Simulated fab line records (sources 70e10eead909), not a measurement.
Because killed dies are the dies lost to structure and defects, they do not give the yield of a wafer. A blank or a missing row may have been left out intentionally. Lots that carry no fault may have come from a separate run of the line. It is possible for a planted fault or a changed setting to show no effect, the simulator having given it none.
fab line records + flow nandHarc
record:
- lots: 12
- wafers: 36
- lastDay: 24
route steps=1159 shown P_BONDPAD@380 A_ZERO_WELL@404 A_ONON_D1@424 END@1159
lots that met no fault: from a run of the same line without faults
startH: hours from the record's opening day to when the first of the lot's shown wafers began + waitH: how many hours have passed since the lot's step before this one + " repeats the value in the row above + L1.1+2: several wafers, shown together as one row + - no value, or no start was given + * or withheld: withheld + < > ~ a bound
route shown NAME@n: a module of which the file shows steps, and the number in the route of the first + usual: mean and standard deviation over wafers with no fault + same: alike in all rows + chamber/n: place in a boat + sites: per-site readings + _std_site: their standard deviation + _edge_site: inner sites' mean taken away from outer sites' mean + radiusMm: for every site, how far away it sits from the centre of the wafer + mask NAME#n: copy n + behind: the most recent tool/chamber to have shaped the wafer + hold: why the lot went on hold/how many hours it stayed there/how the hold came to an end + device: the transistor (n, p or np) that didn't switch + end of line: at the end of the route, the tests of the same wafers + a step given without rows: its recipe and nothing more + killed: the dies lost at the first sort to structure and to defects; this is not the yield of the wafer + map: a wafer's dies, marking killed ones x, the rest . and places with no die _
set.NAME: the setting that was run; set.NAME@STEP: the one run at that earlier step + model.NAME: the simulator's own value behind a step, which no gauge read
steps of the route over a sample of lots; a table a step, a row a wafer
services: the hour from which a tool's chamber was out of use, counted from the record's first day as startH (under 0 if before that day), plus the number of hours and why
== steps ==
step: NHARC_P_BONDPAD_CMP_19
recipe:
- tOverpolishS: 30
- cuRecessTouchS: 16
- targetThkNm: 160.81
usual:
- edgeZonePressureFrac: 1.000/0.005
- motorCurrentA: 12.3/1.1
- overpolishRunS: 30.000/0.011
- slurryFilterDpKPa: 13.50/0.14
| lot.wafer | tool   | chamber | startH | waitH | edgeZonePressureFrac | motorCurrentA | overpolishRunS | slurryFilterDpKPa |
|-----------|--------|---------|--------|-------|----------------------|---------------|----------------|-------------------|
| L299.4    | cmp-01 | 3       | 131.21 | -     | 1.000                | 15.2          | 29.992         | 13.70             |
| L299.6    | "      | 2       | "      | "     | 1.005                | 12.1          | 30.002         | 13.25             |
| L299.5    | "      | 3       | "      | "     | 0.999                | 14.4          | 30.021         | 13.50             |
| L300.4    | cmp-04 | 1       | 146.18 | -     | 1.002                | 11.8          | 29.994         | 13.45             |
| L300.5    | "      | 2       | "      | "     | 1.007                | 11.4          | 30.011         | 13.71             |
| L300.6    | "      | 3       | "      | "     | 0.994                | 10.9          | 29.997         | 13.52             |
| L301.1    | cmp-04 | 1       | 149.28 | -     | 1.001                | 12.1          | 30.015         | 13.55             |
| L301.4    | "      | 2       | "      | "     | 0.994                | 11.5          | 29.992         | 13.53             |
| L301.3    | "      | 3       | "      | "     | 1.006                | 11.2          | 30.001         | 13.71             |
| L302.1    | cmp-02 | 1       | 150.08 | -     | 1.005                | 12.3          | 30.001         | 13.40             |
| L302.2    | "      | 2       | "      | "     | 1.007                | 13.1          | 29.992         | 13.23             |
| L302.6    | "      | 2       | "      | "     | 1.002                | 12.8          | 29.996         | 13.39             |
| L304.2    | cmp-02 | 2       | 152.71 | -     | 0.989                | 12.8          | 30.014         | 13.37             |
| L304.6    | "      | 3       | "      | "     | 1.004                | 12.4          | 30.004         | 13.39             |
| L304.5    | "      | 0       | "      | "     | 0.993                | 12.1          | 29.988         | 13.42             |
| L309.2    | cmp-01 | 1       | 197.45 | -     | 0.998                | 11.4          | 29.980         | 13.47             |
| L309.1    | "      | 2       | "      | "     | 0.996                | 11.8          | 30.006         | 13.37             |
| L309.3    | "      | 0       | "      | "     | 1.009                | 11.8          | 30.015         | 13.40             |
| L312.1    | cmp-04 | 1       | 213.32 | -     | 1.003                | 12.1          | 29.992         | 13.57             |
| L312.6    | "      | 0       | "      | "     | 0.993                | 12.5          | 29.999         | 13.36             |
| L312.5    | "      | 1       | "      | "     | 0.991                | 11.3          | 30.007         | 13.74             |
| L314.1    | cmp-01 | 3       | 228.87 | -     | 0.999                | 14.6          | 30.000         | 13.48             |
| L314.2    | "      | 1       | "      | "     | 1.005                | 10.9          | 30.004         | 13.32             |
| L314.4    | "      | 2       | "      | "     | 1.002                | 12.2          | 29.995         | 13.45             |
| L318.1    | cmp-02 | 3       | 243.35 | -     | 0.999                | 12.7          | 29.991         | 13.30             |
| L318.3    | "      | 1       | "      | "     | 1.007                | 12.4          | 30.011         | 13.50             |
| L318.6    | "      | 3       | "      | "     | 1.005                | 12.5          | 30.000         | 13.62             |
| L319.4    | cmp-01 | 1       | 255.26 | -     | 1.000                | 11.3          | 29.999         | 13.74             |
| L319.3    | "      | 2       | "      | "     | 1.008                | 12.1          | 30.007         | 13.47             |
| L319.1    | "      | 3       | "      | "     | 1.003                | 14.0          | 29.994         | 13.44             |
| L320.3    | cmp-01 | 2       | 256.52 | -     | 0.994                | 13.1          | 29.997         | 13.93             |
| L320.1    | "      | 3       | "      | "     | 0.999                | 14.0          | 29.994         | 13.91             |
| L320.4    | "      | 0       | "      | "     | 0.996                | 11.8          | 29.997         | 13.46             |
| L322.2    | cmp-04 | 0       | 262.95 | -     | 1.006                | 12.8          | 30.018         | 13.49             |
| L322.4    | "      | 3       | "      | "     | 0.994                | 10.2          | 29.997         | 13.38             |
| L322.5    | "      | 1       | "      | "     | 1.001                | 12.1          | 30.010         | 13.53             |
step: NHARC_A_ZERO_WELL_ETCH_19
recipe:
- targetDepthA: 800
- overetchA: 240
- timeS: 87.88
- ionEnergyEv: 200
- n2FlowSccm: 150
- h2FlowSccm: 150
- arFlowSccm: 0
- rfW: 400
- biasW: 150
- chemistry: N2/H2
usual:
- drypumpMotorCurrentA: 5.9/0.55
- oesProductAu: 1.001/0.0082
- rfVppV: 431.3/3
- showerheadPlenumPTorr: 2.07/0.11
- throttleValvePct: 14.169/0.01
same:
- timeS: 87.88
| lot.wafer | tool       | chamber | startH | waitH | drypumpMotorCurrentA | oesProductAu | rfHoursCounterH | rfVppV | showerheadPlenumPTorr | throttleValvePct |
|-----------|------------|---------|--------|-------|----------------------|--------------|-----------------|--------|-----------------------|------------------|
| L299.4    | rieDiel-06 | 1       | 133.28 | 0.1   | 5.6                  | 1.006        | 4               | 427.9  | 1.95                  | 14.184           |
| L299.5    | "          | 2       | "      | "     | 5.7                  | 1.000        | -               | 433.4  | 2.13                  | 14.170           |
| L299.6    | "          | 3       | "      | "     | 5.9                  | 0.999        | -               | 428.7  | 1.96                  | 14.180           |
| L300.4    | rieDiel-12 | 1       | 148.22 | 0.1   | 6.6                  | 1.006        | 11              | 434.4  | 2.20                  | 14.156           |
| L300.6    | "          | 3       | "      | "     | 5.3                  | 0.995        | -               | 428.4  | 1.96                  | 14.169           |
| L300.5    | "          | 0       | "      | "     | 6.7                  | 0.990        | -               | 434.1  | 2.18                  | 14.180           |
| L301.4    | rieDiel-12 | 3       | 151.21 | 0.1   | 5.3                  | 1.002        | 12              | 428.5  | 1.96                  | 14.162           |
| L301.1    | "          | 1       | "      | "     | 6.6                  | 0.996        | 11              | 436.1  | 2.20                  | 14.165           |
| L301.3    | "          | 2       | "      | "     | 4.9                  | 0.988        | 11              | 433.1  | 2.16                  | 14.171           |
| L302.2    | rieDiel-12 | 3       | 152.05 | 0.1   | 5.3                  | 0.997        | 12              | 428.5  | 1.96                  | 14.184           |
| L302.1    | "          | 0       | "      | "     | 6.7                  | 0.995        | 12              | 433.3  | 2.17                  | 14.149           |
| L302.6    | "          | 2       | "      | "     | 5.0                  | 0.987        | -               | 434.5  | 2.16                  | 14.181           |
| L304.2    | rieDiel-12 | 2       | 154.74 | 0.1   | 5.0                  | 0.993        | 12              | 433.0  | 2.16                  | 14.159           |
| L304.6    | "          | 1       | "      | "     | 6.6                  | 0.989        | -               | 434.2  | 2.20                  | 14.169           |
| L304.5    | "          | 2       | "      | "     | 5.0                  | 0.984        | -               | 432.8  | 2.16                  | 14.169           |
| L309.3    | rieDiel-02 | 2       | 199.54 | 0.1   | 6.0                  | 0.999        | 2               | 429.8  | 1.94                  | 14.173           |
| L309.1    | "          | 3       | "      | "     | 5.9                  | 1.003        | 3               | 432.7  | 2.09                  | 14.160           |
| L309.2    | "          | 0       | "      | "     | 5.9                  | 0.997        | 3               | 426.4  | 1.94                  | 14.173           |
| L312.1    | rieDiel-06 | 1       | 215.44 | 0.1   | 5.6                  | 1.008        | 11              | 428.7  | 1.95                  | 14.164           |
| L312.5    | "          | 2       | "      | "     | 5.7                  | 0.995        | -               | 432.5  | 2.13                  | 14.156           |
| L312.6    | "          | 1       | "      | "     | 5.6                  | 1.009        | -               | 427.2  | 1.95                  | 14.175           |
| L314.1    | rieDiel-06 | 1       | 230.81 | 0.1   | 5.6                  | 1.003        | 11              | 427.5  | 1.95                  | 14.172           |
| L314.2    | "          | 2       | "      | "     | 5.7                  | 1.013        | 11              | 433.3  | 2.13                  | 14.164           |
| L314.4    | "          | 3       | "      | "     | 5.9                  | 0.996        | 11              | 429.0  | 1.96                  | 14.167           |
| L318.3    | rieDiel-12 | 0       | 245.33 | 0.1   | 6.7                  | 1.014        | 3               | 433.6  | 2.17                  | 14.187           |
| L318.1    | "          | 2       | "      | "     | 5.0                  | 1.002        | 3               | 434.0  | 2.16                  | 14.176           |
| L318.6    | "          | 0       | "      | "     | 6.7                  | 1.010        | -               | 432.4  | 2.17                  | 14.160           |
| L319.4    | rieDiel-12 | 2       | 257.40 | 0.1   | 5.0                  | 0.999        | 4               | 433.4  | 2.16                  | 14.180           |
| L319.1    | "          | 3       | "      | "     | 5.3                  | 1.001        | 4               | 428.8  | 1.96                  | 14.193           |
| L319.3    | "          | 0       | "      | "     | 6.8                  | 1.005        | 4               | 435.0  | 2.17                  | 14.173           |
| L320.3    | rieDiel-02 | 1       | 258.63 | 0.1   | 6.0                  | 1.015        | 7               | 433.6  | 2.16                  | 14.159           |
| L320.1    | "          | 3       | "      | "     | 5.8                  | 0.998        | 6               | 432.2  | 2.09                  | 14.156           |
| L320.4    | "          | 0       | "      | "     | 5.9                  | 0.999        | 7               | 426.4  | 1.94                  | 14.161           |
| L322.2    | rieDiel-02 | 0       | 265.06 | 0.1   | 5.9                  | 0.998        | 7               | 427.0  | 1.94                  | 14.166           |
| L322.4    | "          | 2       | "      | "     | 6.0                  | 1.005        | 6               | 428.8  | 1.94                  | 14.185           |
| L322.5    | "          | 0       | "      | "     | 5.9                  | 1.002        | -               | 426.6  | 1.94                  | 14.167           |
step: NHARC_A_ONON_D1_DEP_00
recipe:
- targetThkA: 10000
- n2FlowSccm: 2750
- n2oFlowSccm: 2000
- nh3FlowSccm: 500
- sih4FlowSccm: 210
- tempC: 400
usual:
- sih4FlowSccm: 210.0/0.59
| lot.wafer | tool         | chamber | startH | waitH | sih4FlowSccm |
|-----------|--------------|---------|--------|-------|--------------|
| L299.4    | pecvdOnon-02 | 0       | 155.70 | 0.4   | 210.4        |
| L299.5    | "            | 0       | "      | "     | 210.2        |
| L299.6    | "            | 0       | "      | "     | 210.6        |
| L301.1    | pecvdOnon-02 | 0       | 170.09 | 0.1   | 210.2        |
| L301.3    | "            | 0       | "      | "     | 209.0        |
| L301.4    | "            | 0       | "      | "     | 209.2        |
| L300.4    | pecvdOnon-03 | 0       | 170.27 | 0.2   | 209.9        |
| L300.5    | "            | 0       | "      | "     | 209.3        |
| L300.6    | "            | 0       | "      | "     | 208.9        |
| L302.1    | pecvdOnon-03 | 0       | 174.76 | 0.1   | 210.4        |
| L302.2    | "            | 0       | "      | "     | 210.6        |
| L302.6    | "            | 0       | "      | "     | 210.8        |
| L304.2    | pecvdOnon-02 | 0       | 174.82 | 0.1   | 209.7        |
| L304.5    | "            | 0       | "      | "     | 209.8        |
| L304.6    | "            | 0       | "      | "     | 209.8        |
| L309.1    | pecvdOnon-03 | 0       | 221.38 | 0.1   | 209.8        |
| L309.2    | "            | 0       | "      | "     | 209.4        |
| L309.3    | "            | 0       | "      | "     | 210.2        |
| L312.1    | pecvdOnon-03 | 0       | 237.88 | 0.1   | 210.2        |
| L312.5    | "            | 0       | "      | "     | 210.5        |
| L312.6    | "            | 0       | "      | "     | 209.5        |
| L314.1    | pecvdOnon-02 | 0       | 258.21 | 0.4   | 210.4        |
| L314.2    | "            | 0       | "      | "     | 211.1        |
| L314.4    | "            | 0       | "      | "     | 210.0        |
| L318.1    | pecvdOnon-04 | 0       | 269.49 | 0.2   | 210.4        |
| L318.3    | "            | 0       | "      | "     | 209.4        |
| L318.6    | "            | 0       | "      | "     | 210.2        |
| L320.1    | pecvdOnon-04 | 0       | 280.01 | 0.1   | 209.9        |
| L320.3    | "            | 0       | "      | "     | 209.6        |
| L320.4    | "            | 0       | "      | "     | 209.7        |
| L319.1    | pecvdOnon-02 | 0       | 280.06 | 0.1   | 209.9        |
| L319.3    | "            | 0       | "      | "     | 209.7        |
| L319.4    | "            | 0       | "      | "     | 209.7        |
| L322.2    | pecvdOnon-04 | 0       | 286.97 | 0.1   | 210.2        |
| L322.4    | "            | 0       | "      | "     | 210.1        |
| L322.5    | "            | 0       | "      | "     | 210.4        |
step: NHARC_A_ONON_D1_THK_MEAS_02
recipe:
- thkMeasGauge: ellipsometry
usual:
- thkNm: 1002/9
| lot.wafer | tool         | chamber | startH | waitH | hold                    | thkNm |
|-----------|--------------|---------|--------|-------|-------------------------|-------|
| L299.4    | filmMetro-01 | -       | 156.03 | -     | -                       | 999   |
| L299.5    | "            | -       | "      | "     | -                       | 1001  |
| L299.6    | "            | -       | "      | "     | -                       | 1002  |
| L300.4    | filmMetro-02 | -       | 170.60 | -     | -                       | 991   |
| L300.5    | "            | -       | "      | "     | -                       | 990   |
| L300.6    | "            | -       | "      | "     | -                       | 992   |
| L301.1    | filmMetro-01 | -       | 170.60 | -     | -                       | 1026  |
| L301.3    | "            | -       | "      | "     | -                       | 1028  |
| L301.4    | "            | -       | "      | "     | -                       | 1025  |
| L304.2    | filmMetro-01 | -       | 175.27 | -     | -                       | 994   |
| L304.5    | "            | -       | "      | "     | -                       | 993   |
| L304.6    | "            | -       | "      | "     | -                       | 994   |
| L302.1    | filmMetro-02 | -       | 175.28 | -     | -                       | 988   |
| L302.2    | "            | -       | "      | "     | -                       | 987   |
| L302.6    | "            | -       | "      | "     | -                       | 985   |
| L309.1    | filmMetro-02 | -       | 221.90 | -     | awaitDispo/0.2h/release | 1292  |
| L309.2    | "            | -       | "      | "     | awaitDispo/0.2h/release | 1296  |
| L309.3    | "            | -       | "      | "     | awaitDispo/0.2h/release | 1295  |
| L309.1    | filmMetro-02 | -       | 222.07 | 0.2   | -                       | 1294  |
| L309.2    | "            | -       | "      | "     | -                       | 1294  |
| L309.3    | "            | -       | "      | "     | -                       | 1293  |
| L312.1    | filmMetro-02 | -       | 238.39 | -     | awaitDispo/0.2h/release | 1293  |
| L312.5    | "            | -       | "      | "     | awaitDispo/0.2h/release | 1290  |
| L312.6    | "            | -       | "      | "     | awaitDispo/0.2h/release | 1293  |
| L312.1    | filmMetro-02 | -       | 238.56 | 0.2   | -                       | 1292  |
| L312.5    | "            | -       | "      | "     | -                       | 1293  |
| L312.6    | "            | -       | "      | "     | -                       | 1291  |
| L314.1    | filmMetro-01 | -       | 258.72 | -     | -                       | 1003  |
| L314.2    | "            | -       | "      | "     | -                       | 1002  |
| L314.4    | "            | -       | "      | "     | -                       | 1001  |
| L318.1    | filmMetro-01 | -       | 270.01 | -     | -                       | 1004  |
| L318.3    | "            | -       | "      | "     | -                       | 1003  |
| L318.6    | "            | -       | "      | "     | -                       | 1004  |
| L320.1    | filmMetro-01 | -       | 280.53 | -     | -                       | 1006  |
| L320.3    | "            | -       | "      | "     | -                       | 1005  |
| L320.4    | "            | -       | "      | "     | -                       | 1007  |
| L319.1    | filmMetro-02 | -       | 280.57 | -     | -                       | 1000  |
| L319.3    | "            | -       | "      | "     | -                       | 1000  |
| L319.4    | "            | -       | "      | "     | -                       | 999   |
| L322.2    | filmMetro-02 | -       | 287.42 | -     | -                       | 1001  |
| L322.4    | "            | -       | "      | "     | -                       | 999   |
| L322.5    | "            | -       | "      | "     | -                       | 1000  |
step: NHARC_A_ONON_D1_THK_MEAS_27
recipe:
- thkMeasGauge: ellipsometry
usual:
- thkNm: 1002/9.9
| lot.wafer | tool         | chamber | startH | waitH | thkNm |
|-----------|--------------|---------|--------|-------|-------|
| L299.4    | filmMetro-02 | -       | 168.11 | -     | 1001  |
| L299.5    | "            | -       | "      | "     | 998   |
| L299.6    | "            | -       | "      | "     | 999   |
| L302.1    | filmMetro-01 | -       | 184.25 | -     | 1004  |
| L302.2    | "            | -       | "      | "     | 1003  |
| L302.6    | "            | -       | "      | "     | 1007  |
| L301.1    | filmMetro-02 | -       | 184.26 | -     | 1014  |
| L301.3    | "            | -       | "      | "     | 1013  |
| L301.4    | "            | -       | "      | "     | 1013  |
| L300.4    | filmMetro-02 | -       | 184.39 | -     | 1019  |
| L300.5    | "            | -       | "      | "     | 1022  |
| L300.6    | "            | -       | "      | "     | 1020  |
| L304.2    | filmMetro-02 | -       | 184.63 | -     | 993   |
| L304.5    | "            | -       | "      | "     | 991   |
| L304.6    | "            | -       | "      | "     | 993   |
| L309.1    | filmMetro-01 | -       | 234.80 | -     | 985   |
| L309.2    | "            | -       | "      | "     | 984   |
| L309.3    | "            | -       | "      | "     | 985   |
| L312.1    | filmMetro-01 | -       | 261.97 | -     | 997   |
| L312.5    | "            | -       | "      | "     | 998   |
| L312.6    | "            | -       | "      | "     | 998   |
| L314.1    | filmMetro-02 | -       | 269.79 | -     | 1007  |
| L314.2    | "            | -       | "      | "     | 1008  |
| L314.4    | "            | -       | "      | "     | 1006  |
| L318.1    | filmMetro-01 | -       | 281.83 | -     | 1001  |
| L318.3    | "            | -       | "      | "     | 1001  |
| L318.6    | "            | -       | "      | "     | 1001  |
| L320.1    | filmMetro-02 | -       | 291.72 | -     | 1005  |
| L320.3    | "            | -       | "      | "     | 1006  |
| L320.4    | "            | -       | "      | "     | 1005  |
| L319.1    | filmMetro-01 | -       | 291.77 | -     | 981   |
| L319.3    | "            | -       | "      | "     | 981   |
| L319.4    | "            | -       | "      | "     | 980   |
| L322.2    | filmMetro-02 | -       | 298.51 | -     | 994   |
| L322.4    | "            | -       | "      | "     | 994   |
| L322.5    | "            | -       | "      | "     | 995   |
step: NHARC_END_SORT_01
recipe:
- tempC: 25
usual:
- killedAtArray: 27/11
- killedAtOther: 0.8/1.1
- killedAtPeriphery: 2.8/1.9
- killedDies: 30/11
- killedOpen: 3.3/1.8
- killedShort: 2.3/1.5
same:
- grossDies: 677
| lot.wafer | tool      | chamber | startH | waitH | killedAtArray | killedAtOther | killedAtPeriphery | killedDies | killedOpen | killedShort |
|-----------|-----------|---------|--------|-------|---------------|---------------|-------------------|------------|------------|-------------|
| L299.4    | prober-01 | 0       | 447.46 | 3.4   | 17            | 2             | 4                 | 23         | 2          | 0           |
| L299.5    | prober-01 | 0       | 448.27 | 3.7   | 18            | 0             | 5                 | 23         | 5          | 3           |
| L299.6    | prober-01 | 0       | 449.07 | 4.0   | 25            | 0             | 6                 | 31         | 3          | 1           |
| L309.1    | prober-02 | 0       | 503.47 | 2.5   | 21            | 0             | 6                 | 27         | 2          | 2           |
| L309.2    | prober-02 | 0       | 504.28 | 2.8   | 16            | 0             | 7                 | 23         | 4          | 2           |
| L309.3    | prober-02 | 0       | 505.08 | 3.1   | 25            | 0             | 7                 | 32         | 4          | 2           |
| L312.1    | prober-01 | 0       | 517.43 | 2.5   | 50            | 1             | 2                 | 53         | 5          | 1           |
| L312.5    | prober-01 | 0       | 520.62 | 3.7   | 31            | 2             | 5                 | 38         | 5          | 4           |
| L312.6    | prober-01 | 0       | 521.42 | 4.0   | 32            | 2             | 2                 | 36         | 4          | 4           |
| L314.2    | prober-01 | 0       | 545.29 | 2.8   | 30            | 0             | 4                 | 34         | 3          | 2           |
| L318.1    | prober-02 | 0       | 555.66 | 2.5   | 38            | 0             | 2                 | 40         | 4          | 5           |
| L318.3    | prober-02 | 0       | 557.28 | 3.1   | 24            | 0             | 4                 | 28         | 2          | 1           |
| L318.6    | prober-02 | 0       | 559.70 | 4.0   | 41            | 0             | 0                 | 41         | 3          | 2           |
killed by level:class
L299.4 A_CHANNEL_HOLE_D1:chamberFilmFlake=7 A_SLIT:chamberFilmFlake=7 P_CONTACT:chamberFilmFlake=4 STARTING-WAFER:geometricParticle:open=2 A_STAIRCASE:chamberFilmFlake=2 A_CONTACT:chamberFilmFlake=1
L299.5 A_CHANNEL_HOLE_D1:chamberFilmFlake=6 A_SLIT:chamberFilmFlake=6 P_CONTACT:geometricParticle:short=2 A_STAIRCASE:chamberFilmFlake=2 P_STI:geometricParticle:open=1 P_CONTACT:geometricParticle:open=1 P_M1:geometricParticle:open=1 A_ONON_D1:geometricParticle:short=1
L299.6 A_SLIT:chamberFilmFlake=14 A_CHANNEL_HOLE_D1:chamberFilmFlake=8 P_CONTACT:chamberFilmFlake=3 A_CONTACT:chamberFilmFlake=2 P_CONTACT:geometricParticle:open=1 P_M0:geometricParticle:open=1 P_M0:geometricParticle:short=1 A_CHANNEL_FILL_D1:geometricParticle:open=1
L309.1 A_SLIT:chamberFilmFlake=10 P_ZERO_WELL:chamberFilmFlake=5 A_CONTACT:chamberFilmFlake=5 A_STAIRCASE:chamberFilmFlake=2 P_CONTACT:geometricParticle:short=1 A_STAIRCASE:geometricParticle:short=1 A_CONTACT:geometricParticle:open=1 A_M0:geometricParticle:open=1
L309.2 A_SLIT:chamberFilmFlake=6 P_ZERO_WELL:chamberFilmFlake=5 A_CONTACT:geometricParticle:open=2 A_CHANNEL_HOLE_D1:chamberFilmFlake=2 A_CONTACT:chamberFilmFlake=2 P_CONTACT:geometricParticle:open=1 P_M0:geometricParticle:short=1 A_WL_FILL:geometricParticle:open=1
L309.3 A_SLIT:chamberFilmFlake=9 P_ZERO_WELL:chamberFilmFlake=6 A_STAIRCASE:chamberFilmFlake=3 A_WL_FILL:chamberFilmFlake=3 A_ZERO_WELL:chamberFilmFlake=2 A_CHANNEL_HOLE_D1:chamberFilmFlake=2 A_ONON_D1:geometricParticle:open=1 A_CHANNEL_HOLE_D1:geometricParticle:open=1
L312.1 A_CHANNEL_HOLE_D1:chamberFilmFlake=21 A_SLIT:chamberFilmFlake=19 A_CONTACT:chamberFilmFlake=3 A_CONTACT:geometricParticle:open=2 P_STI:geometricParticle:short=1 A_BLC:geometricParticle:open=1 A_M0:geometricParticle:open=1 A_M1:geometricParticle:open=1
L312.5 A_CHANNEL_HOLE_D1:chamberFilmFlake=11 A_SLIT:chamberFilmFlake=8 A_CHANNEL_FILL_D1:geometricParticle:short=3 P_ZERO_WELL:chamberFilmFlake=3 P_M0:geometricParticle:open=2 A_WL_FILL:chamberFilmFlake=2 A_CONTACT:chamberFilmFlake=2 A_BLC:geometricParticle:short=1
L312.6 A_CHANNEL_HOLE_D1:chamberFilmFlake=11 A_SLIT:chamberFilmFlake=9 A_CONTACT:chamberFilmFlake=2 THIN_TSV:chamberFilmFlake=2 P_GATE:geometricParticle:open=1 A_ONON_D1:geometricParticle:short=1 A_ONON_D1:geometricParticle:open=1 A_CHANNEL_FILL_D1:geometricParticle:short=1
L314.2 A_SLIT:chamberFilmFlake=17 A_CONTACT:chamberFilmFlake=4 A_STAIRCASE:chamberFilmFlake=3 A_CHANNEL_HOLE_D1:chamberFilmFlake=2 P_M1:geometricParticle:short=1 P_M1:geometricParticle:open=1 P_M2:geometricParticle:open=1 A_ONON_D1:geometricParticle:short=1
L318.1 A_SLIT:chamberFilmFlake=14 A_CHANNEL_HOLE_D1:chamberFilmFlake=9 A_CHANNEL_FILL_D1:geometricParticle:short=4 A_STAIRCASE:chamberFilmFlake=4 A_CHANNEL_FILL_D1:chamberFilmFlake=2 A_CONTACT:chamberFilmFlake=2 P_GATE:geometricParticle:open=1 P_M0:geometricParticle:open=1
L318.3 A_CHANNEL_HOLE_D1:chamberFilmFlake=6 A_STAIRCASE:chamberFilmFlake=5 A_SLIT:chamberFilmFlake=5 A_CONTACT:chamberFilmFlake=5 P_GATE:chamberFilmFlake=2 P_GATE:geometricParticle:open=1 A_CONTACT:geometricParticle:open=1 A_CONTACT:geometricParticle:short=1
L318.6 A_CHANNEL_HOLE_D1:chamberFilmFlake=23 A_SLIT:chamberFilmFlake=5 A_STAIRCASE:chamberFilmFlake=4 A_CONTACT:chamberFilmFlake=3 A_ONON_D1:geometricParticle:open=1 A_CHANNEL_HOLE_D1:geometricParticle:short=1 A_STAIRCASE:geometricParticle:short=1 A_CONTACT:geometricParticle:open=1
== services ==
| tool         | chamber | startH | hours | kind   |
|--------------|---------|--------|-------|--------|
| pecvdOnon-02 | -       | 111.00 | 13.0  | pm     |
| cmp-02       | -       | 128.50 | 4.0   | pm     |
| rieDiel-02   | -       | 138.99 | 0.2   | repair |
| rieDiel-02   | -       | 150.70 | 9.0   | pm     |
| pecvdOnon-03 | -       | 153.12 | 13.0  | pm     |
| cmp-01       | -       | 179.50 | 4.0   | pm     |
| cmp-01       | -       | 195.28 | 1.1   | repair |
| rieDiel-12   | 2       | 197.12 | 15.8  | repair |
| rieDiel-06   | 2       | 198.20 | 4.0   | repair |
| cmp-02       | -       | 199.05 | 9.6   | repair |
| rieDiel-12   | -       | 202.40 | 9.0   | pm     |
| cmp-04       | -       | 203.00 | 4.0   | pm     |
| rieDiel-06   | 0       | 211.83 | 9.2   | repair |
| rieDiel-06   | 3       | 213.21 | 4.4   | repair |
| rieDiel-06   | -       | 213.33 | 0.4   | repair |
| cmp-01       | -       | 215.34 | 1.5   | repair |
| cmp-02       | -       | 226.55 | 4.0   | pm     |
| cmp-04       | -       | 234.70 | 0.9   | repair |
| pecvdOnon-04 | -       | 237.34 | 13.0  | pm     |
| rieDiel-06   | -       | 241.20 | 9.0   | pm     |
| cmp-04       | -       | 258.92 | 3.7   | repair |
| rieDiel-06   | 1       | 268.69 | 8.2   | repair |
| cmp-01       | -       | 277.50 | 4.0   | pm     |
| rieDiel-12   | 3       | 282.83 | 4.1   | repair |
== key ==
firstSign:
- step: NHARC_A_ONON_D1_THK_MEAS_02
- reading: visit
- direction: added
effect:
- step: NHARC_A_ONON_D1_THK_MEAS_02
- reading: thkNm
- direction: up
- sigmas: 32
- usual: 1002
- struck: 1293
metAt NHARC_A_ONON_D1_DEP_00
struckLots L309,L312
testerLeftOut L309,L312
notActingAt NHARC_P_BONDPAD_CMP_19,NHARC_A_ZERO_WELL_ETCH_19,NHARC_A_ONON_D1_THK_MEAS_27
onsetBetween 174.76 221.38
fault:
- kind: processParameterDrift
- tool: pecvdOnon-03
- chamber: -
- onsetH: 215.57
- steps: NHARC_A_ONON_D1_DEP_00
- channel: targetThkA
- offset: *
- shape: step
- endH: 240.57
- actsIn: *
- stated: *
testerLeftOut: of these lots the tester's yield and bins aren't shown, on N5 and GAA mostly nor the transistor test; their killed dies are dies lost to structure and defects alone, not to doping, threshold or leakage, so they don't give the yield
